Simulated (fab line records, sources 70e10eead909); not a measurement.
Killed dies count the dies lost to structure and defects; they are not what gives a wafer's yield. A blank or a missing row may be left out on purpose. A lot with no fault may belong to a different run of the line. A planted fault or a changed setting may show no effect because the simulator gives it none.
Matching of chambers ; flow nand_harc ; pecvd-01 running NHARC_A_STAIRCASE_DEP_151: 3 sister chambers
The step deposits SiO2, target thk 3800 nm. 3 wafers are shown with their chamber, then 7 later ones without.

== EACH WAFER AND ITS CHAMBER ==
wafer;chamber;heater_power_w (W)
L805.2;2;906
L814.1;0;688
L814.2;1;706

== WAFERS WITHOUT THEIR CHAMBER ==
wafer;heater_power_w (W)
L814.4;738
L815.3;740
L815.4;739
L815.5;579
L816.2;686
L816.4;565
L816.6;754

== EACH ONE'S CHAMBER ==
wafer;from the rows above;in truth
L814.4;can't be placed: 1 or 0 or 2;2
L815.3;can't be placed: 1 or 0 or 2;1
L815.4;can't be placed: 1 or 0 or 2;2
L815.5;can't be placed: 0 or 1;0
L816.2;can't be placed: 0 or 1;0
L816.4;can't be placed: 0 or 1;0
L816.6;can't be placed: 1 or 0 or 2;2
Placed correctly: 0 of 7. Not placeable from these rows: 7 (in 7, the candidates include the true chamber). Wrongly placed: 0.
How it was worked out, from the rows above alone: a wafer's distance from a chamber is the root of the sum, over the readings, of the square of ((its reading less the chamber's mean) divided by the reading's scatter). If the next closest chamber is less than 2 further off than the closest, the wafer can't be placed; otherwise it belongs to the closest. The mean given for a chamber averages the wafers shown for that chamber. The scatter (one wafer shown for each chamber): square how far every hidden wafer sits from the nearest shown wafer, average those squares and take the square root.
